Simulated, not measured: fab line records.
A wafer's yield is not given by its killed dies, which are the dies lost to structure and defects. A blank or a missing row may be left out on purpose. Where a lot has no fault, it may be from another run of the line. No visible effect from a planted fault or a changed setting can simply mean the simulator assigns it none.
Split-lot trial ; flow n5-finfet ; 39 wafers read across 7 lots, on a route 1938 steps long

THE SPLIT ITSELF
At N5_BEOL_M14_ILD_DEP_00 (deposits SiO2 from TEOS/O2, target thk 1119.3 nm, time 237.4 s), the setting target-thk-a was moved away from the recipe's 11193 angstrom on 9 of the 39 wafers read, by -43.8% to +55.3%. For the rest of the wafers, this setting stayed at what the recipe calls for.

There is no step in the file separating the split from the reading.

THE READING
M14_ILD_THK, in nm, at N5_BEOL_M14_THK_MEAS_01. On this fab line, fault-free wafers typically give 1121 nm with a standard deviation of 16 nm.

wafer;tool, chamber at the split;target-thk-a as run, angstrom;against the recipe;M14_ILD_THK, nm;against lot-mates on the recipe
L079.2;pecvd-03, 2;11193;recipe;1118;-
L079.4;pecvd-03, 1;11193;recipe;1133;-
L079.5;pecvd-03, 0;11193;recipe;1154;-
L082.1;pecvd-03, 0;11193;recipe;1141;-
L082.2;pecvd-03, 1;11193;recipe;1118;-
L082.3;pecvd-03, 2;11193;recipe;1106;-
L082.4;pecvd-03, 1;11193;recipe;1133;-
L082.5;pecvd-03, 2;11193;recipe;1130;-
L082.6;pecvd-03, 0;11193;recipe;1142;-
L087.1;pecvd-04, 1;11193;recipe;1087;-
L087.2;pecvd-04, 0;11193;recipe;1127;-
L087.3;pecvd-04, 2;11193;recipe;1105;-
L087.4;pecvd-04, 2;11193;recipe;1124;-
L087.5;pecvd-04, 1;11193;recipe;1099;-
L087.6;pecvd-04, 0;11193;recipe;1129;-
L086.1;pecvd-03, 2;11193;recipe;1112;-
L086.2;pecvd-03, 0;11193;recipe;1134;-
L086.3;pecvd-03, 1;13740;+22.8%;1385;+253
L086.4;pecvd-03, 1;11193;recipe;1150;-
L086.5;pecvd-03, 2;13740;+22.8%;1395;+263
L086.6;pecvd-03, 0;13740;+22.8%;1399;+267
L089.1;pecvd-03, 0;17380;+55.3%;1753;+605
L089.2;pecvd-03, 2;11193;recipe;1129;-
L089.3;pecvd-03, 1;17380;+55.3%;1757;+609
L089.4;pecvd-03, 2;17380;+55.3%;1766;+618
L089.5;pecvd-03, 1;11193;recipe;1163;-
L089.6;pecvd-03, 0;11193;recipe;1151;-
L090.1;pecvd-03, 1;6293;-43.8%;624;-504
L090.2;pecvd-03, 2;11193;recipe;1118;-
L090.3;pecvd-03, 0;6293;-43.8%;648;-480
L090.4;pecvd-03, 1;11193;recipe;1130;-
L090.5;pecvd-03, 0;6293;-43.8%;637;-491
L090.6;pecvd-03, 2;11193;recipe;1135;-
L092.1;pecvd-02, 1,0;11193;recipe;1116;-
L092.2;pecvd-02, 2;11193;recipe;1095;-
L092.3;pecvd-02, 0;11193;recipe;1085;-
L092.4;pecvd-02, 1,0;11193;recipe;1116;-
L092.5;pecvd-02, 2;11193;recipe;1115;-
L092.6;pecvd-02, 1;11193;recipe;1124;-
If several chambers appear in one row, that row covers several wafers at once and the file leaves open which wafer was in which chamber.

THE FIT
A straight line over all 39 wafers: M14_ILD_THK changes by +11.4 nm for each +1% of target-thk-a; r = +1.00; the points scatter about the line by 18 nm.
The same after taking each lot's own level away (the mean of its wafers on the recipe; 39 wafers): +11.2 nm for each +1%; r = +1.00; scatter 13 nm.
Per that fit: largest target-thk-a move, reading shift of 6.2e+02 nm.
The lots' own levels span 1108.5 to 1147.7 nm, that is 2.4 times the standard deviation above.
The two slopes agree, so the slope changes little with the lot-to-lot level.
Check: +619 nm against its lot-mates is what the line predicts for one of the wafers moved furthest among these (+55.3%) when that wafer is left out of the fit. Against them it came out at +605 nm.

THE WHOLE CHAIN: every reading that the file lists as answering this split, in the file's order
step;what it does;reading;change (the file's fit);r (the file's)
N5_BEOL_M14_ILD_DEP_00;deposits SiO2 from TEOS/O2, target thk 1119.3 nm, time 237.4 s;SiO2_of_BEOL_M14_ILD_DEP_00.thk-nm (the simulator's own value, which no gauge read);+11.2 nm for each +1% of the setting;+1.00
N5_BEOL_M14_THK_MEAS_01;;M14_ILD_THK;+11.2 for each +1% of the setting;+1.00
N5_BEOL_M14_VIA_ETCH_16;etches SiO2 in C4F8/O2/Ar, target depth 1231.3 nm;etch.depth-nm (the simulator's own value, which no gauge read);+11.2 nm for each +1% of the setting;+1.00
N5_BEOL_M14_VIA_ETCH_16;etches SiO2 in C4F8/O2/Ar, target depth 1231.3 nm;coat_of_BEOL_M14_COAT_04.thk-nm (the simulator's own value, which no gauge read);-2.69 nm for each +1% of the setting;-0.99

FILE'S OWN FIT
M14_ILD_THK changes by +11.2 nm for each +1% of target-thk-a, r = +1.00.
